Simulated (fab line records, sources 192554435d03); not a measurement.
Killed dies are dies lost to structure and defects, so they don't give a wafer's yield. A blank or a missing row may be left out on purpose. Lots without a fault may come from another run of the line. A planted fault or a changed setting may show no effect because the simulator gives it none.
Chamber matching | flow n5_finfet | N5_WELL_APT_DESCUM_30 on rie_diel-01: 4 sister chambers
The step chemistry O2, time 7.9 s. 4 wafers are shown with their chamber, then 9 later ones without.

WAFERS WITH THEIR CHAMBER
wafer  | chamber | throttle_valve_pct (%)
L085.4 | 2       | 20.54
L087.3 | 1       | 19.92
L087.4 | 0       | 20.71
L087.6 | 3       | 20.56

WAFERS WITHOUT THEIR CHAMBER
wafer  | throttle_valve_pct (%)
L089.1 | 20.57
L089.2 | 20.72
L089.4 | 20.56
L093.2 | 20.58
L093.5 | 20.54
L093.6 | 20.58
L094.1 | 20.75
L094.4 | 20.58
L094.6 | 20.74

WHICH CHAMBER EACH WENT THROUGH
wafer  | from the rows above     | in truth
L089.1 | can't be placed: 3 or 2 | 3
L089.2 | 0                       | 0
L089.4 | can't be placed: 3 or 2 | 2
L093.2 | can't be placed: 3 or 2 | 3
L093.5 | can't be placed: 2 or 3 | 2
L093.6 | can't be placed: 3 or 2 | 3
L094.1 | 0                       | 0
L094.4 | can't be placed: 3 or 2 | 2
L094.6 | 0                       | 0
Placed correctly: 3 of 9. Can't be placed from these rows: 6 (the true chamber is among the candidates in 6). Placed wrongly: 0.
How it was worked out, from the rows above alone: a wafer's distance from a chamber is the root of the sum, over the readings, of the square of ((its reading less the chamber's mean) divided by the reading's scatter). The wafer belongs to the nearest chamber; if the next one is less than 2 further off, it can't be placed. A chamber's mean is the mean of its shown wafers. The scatter: with one shown wafer a chamber, the root of the mean of the squares of how far each hidden wafer lies from its nearest shown one.
